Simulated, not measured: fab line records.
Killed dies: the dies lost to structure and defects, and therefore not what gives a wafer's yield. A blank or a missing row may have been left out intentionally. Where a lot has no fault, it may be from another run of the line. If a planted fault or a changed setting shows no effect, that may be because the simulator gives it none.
What tool caused it? | flow n5-finfet | Sampling: 11 lots, 32 wafers, 2 of 1938 route steps

WHAT THE GAUGES READ, wafer by wafer
N5_MIM_BOT_LITHO_CD_MEAS_08: the cd target is 3000 nm. Usual: cd-nm 3000.1 nm, standard deviation 1.9.
lot  | measured     | on        | cd-nm (nm)           | flag
L219 | day 13 13:04 | cd-sem-03 | 2996.2 2997.6 3001.2 |
L220 | day 13 16:51 | cd-sem-01 | 2997.2 3001.3 2999.2 |
L221 | day 13 09:34 | cd-sem-02 | 3000.6 3000.8        |
L222 | day 13 11:57 | cd-sem-01 | 2998.2 2995.7 2999.7 |
L225 | day 14 16:13 | cd-sem-01 | 3003.3 3002.6 3000.9 |
L224 | day 14 21:46 | cd-sem-03 | 3000.8 2997.9 3000.7 |
L226 | day 14 22:49 | cd-sem-01 | 2998.3 3001.5 3002.5 |
L227 | day 15 02:57 | cd-sem-01 | 2999.9 3000.9 2997.5 |
L233 | day 18 00:54 | cd-sem-01 | 2999.3 3002.1 2996.6 |
L239 | day 18 15:47 | cd-sem-01 | 2998.1 3002.8 3001.5 |
L241 | day 19 11:16 | cd-sem-03 | 3002.6 3003.6 3001.6 |

WHAT TOOL EACH LOT RAN ON (gives the tool, then ch and the chambers of the sampled wafers, and finally the start)
lot  | N5_BEOL_M0_STRIP_104
L219 | rie-diel-04 ch 0,2, day 6 01:16
L220 | rie-diel-04 ch 1,2,3, day 6 05:49
L221 | rie-diel-04 ch 2,3, day 6 10:13
L222 | rie-diel-06 ch 0,2,3, day 6 10:41
L225 | rie-diel-03 ch 1,2,3, day 7 08:14
L224 | rie-diel-03 ch 1,2,3, day 7 09:22
L226 | rie-diel-04 ch 0,2,3, day 7 13:31
L227 | rie-diel-03 ch 1,3, day 7 20:41
L233 | rie-diel-04 ch 0,2,3, day 9 22:40
L239 | rie-diel-06 ch 0,1,3, day 10 21:55
L241 | rie-diel-06 ch 2,3, day 11 07:50
- N5_BEOL_M0_STRIP_104: strips in N2/H2.

WHAT THE TOOLS THEMSELVES READ (means of the sampled wafers that have a number; where no wafer has one, the mark that the record gives instead)
N5_BEOL_M0_STRIP_104. Usual: drypump-motor-current-A 5.6 A, standard deviation 0.52; oes-product-au 0.82 a.u., standard deviation 0.087; rf-vpp-V 59.1 V, standard deviation 1.8; showerhead-plenum-p-Torr 2.56 Torr, standard deviation 0.094; throttle-valve-pct 23.51 %, standard deviation 0.28.
lot  | tool        | drypump-motor-current-A (A) | oes-product-au (a.u.) | rf-vpp-V (V) | showerhead-plenum-p-Torr (Torr) | throttle-valve-pct (%) | flag
L219 | rie-diel-04 | 6.1                         | 0.74                  | 58.4         | 2.50                            | 23.90                  |
L220 | rie-diel-04 | 6.1                         | 0.72                  | 58.7         | 2.49                            | 23.42                  |
L221 | rie-diel-04 | 6.3                         | 0.69                  | 58.5         | 2.52                            | 23.59                  |
L222 | rie-diel-06 | 5.2                         | 0.90                  | 59.7         | 2.63                            | 23.52                  |
L225 | rie-diel-03 | 5.9                         | 0.83                  | 58.2         | 2.49                            | 23.45                  |
L224 | rie-diel-03 | 5.9                         | 0.82                  | 58.1         | 2.49                            | 23.45                  |
L226 | rie-diel-04 | 5.8                         | 0.73                  | 59.5         | 2.49                            | 23.62                  |
L227 | rie-diel-03 | 5.9                         | 0.82                  | 60.4         | 2.49                            | 23.39                  |
L233 | rie-diel-04 | 5.9                         | 0.72                  | 58.9         | 2.49                            | 23.67                  |
L239 | rie-diel-06 | 5.4                         | 0.88                  | 60.1         | 2.65                            | 23.56                  |
L241 | rie-diel-06 | 5.3                         | 0.93                  | 58.5         | 2.61                            | 23.35                  |

THE ANSWER, worked out from the rows above alone
Rule: lot off if the mean of its wafers having a number is beyond 3 standard deviations from the usual mean. A lot without any number at a reading at which 4 lots or more have one is off too. Where the step has rows for the other lots, those lots are counted as sound. The gauges are gone through in route order, then the tools' own readings, and for those a lot's mean is taken as printed above. The first step at which some lot is off is used, and at that step the reading that is off furthest; a lot without a number counts as furthest.
Across all readings shown, no lot is off: no conclusion can be drawn from this.

WHAT THE SIMULATOR HAD PUT IN
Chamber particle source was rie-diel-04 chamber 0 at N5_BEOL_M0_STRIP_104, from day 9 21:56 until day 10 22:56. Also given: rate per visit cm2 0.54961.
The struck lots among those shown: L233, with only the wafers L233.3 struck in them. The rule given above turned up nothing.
